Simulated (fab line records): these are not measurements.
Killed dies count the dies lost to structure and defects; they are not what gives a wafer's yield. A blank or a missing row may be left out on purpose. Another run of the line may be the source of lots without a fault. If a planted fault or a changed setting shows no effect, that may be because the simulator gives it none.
Matching of chambers + flow nandHarc + cmp-04 running NHARC_A_CONTACT_CMP_20: 4 sister chambers
The step polishes, t overpolish 30 s, target thk 300 nm. 16 wafers are shown with their chamber, then 8 later ones without.

## EACH WAFER AND ITS CHAMBER
| wafer  | chamber | timeToEndpointS (s) | motorCurrentA (A) | overpolishRunS (s) |
|--------|---------|---------------------|-------------------|--------------------|
| L929.1 | 3       | 55                  | 11.6              | 29.997             |
| L929.2 | 1       | 50                  | 10.1              | 30.004             |
| L929.5 | 1       | 51                  | 10.3              | 29.991             |
| L930.1 | 0       | 63                  | 11.5              | 29.980             |
| L930.2 | 3       | 55                  | 11.7              | 29.996             |
| L930.5 | 3       | 54                  | 11.4              | 30.004             |
| L932.1 | 0       | 60                  | 11.7              | 29.980             |
| L932.2 | 3       | 59                  | 11.3              | 30.018             |
| L932.5 | 0       | 61                  | 11.5              | 30.005             |
| L941.2 | 2       | 60                  | 10.8              | 30.003             |
| L941.4 | 1       | 47                  | 9.6               | 29.987             |
| L941.6 | 3       | 55                  | 12.1              | 30.003             |
| L943.3 | 0       | 66                  | 11.6              | 30.019             |
| L943.5 | 0       | 64                  | 11.8              | 29.999             |
| L943.6 | 3       | 60                  | 11.0              | 30.015             |
| L944.2 | 2       | 60                  | 11.2              | 30.009             |

SIGNATURES (averages over the wafers above)
| reading         | chamber 0 | chamber 1 | chamber 2 | chamber 3 | scatter within a chamber |
|-----------------|-----------|-----------|-----------|-----------|--------------------------|
| timeToEndpointS | 62.80     | 49.33     | 60.00     | 56.33     | 2.29                     |
| motorCurrentA   | 11.620    | 10.000    | 11.000    | 11.517    | 0.305                    |
| overpolishRunS  | 29.99660  | 29.99400  | 30.00600  | 30.00550  | 0.012                    |
Rule: a wafer lies at a distance from a chamber equal to the root of the sum of squares, over the readings, of (its reading less the chamber's mean, divided by the reading's scatter). The wafer belongs to the nearest chamber; if the next one is less than 2 further off, it can't be placed. The scatter: the root of (the sum of the squares of (reading less its chamber's mean) over the shown wafers, divided by (wafers less chambers)).

## WAFERS WHOSE CHAMBER IS MISSING
| wafer  | timeToEndpointS (s) | motorCurrentA (A) | overpolishRunS (s) |
|--------|---------------------|-------------------|--------------------|
| L944.4 | 50                  | 10.1              | 29.993             |
| L944.5 | 61                  | 11.3              | 29.989             |
| L946.2 | 58                  | 9.9               | 29.999             |
| L946.3 | 58                  | 11.3              | 29.989             |
| L946.6 | 57                  | 9.8               | 29.998             |
| L950.1 | 60                  | 11.6              | 30.014             |
| L950.4 | 61                  | 11.3              | 29.989             |
| L950.5 | 53                  | 9.7               | 30.006             |

## CHAMBER TAKEN BY EACH
| wafer  | from the rows above          | in truth |
|--------|------------------------------|----------|
| L944.4 | 1                            | 1        |
| L944.5 | can't be placed: 0 or 2 or 3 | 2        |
| L946.2 | can't be placed: 2 or 1 or 3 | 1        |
| L946.3 | can't be placed: 3 or 2 or 0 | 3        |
| L946.6 | can't be placed: 1 or 2      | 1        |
| L950.1 | can't be placed: 3 or 0 or 2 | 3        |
| L950.4 | can't be placed: 0 or 2 or 3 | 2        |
| L950.5 | 1                            | 1        |
Correct placement for 2 of the 8. From these rows, 6 cannot be placed; in 6 the true chamber is one of the candidates. 0 placed wrongly.
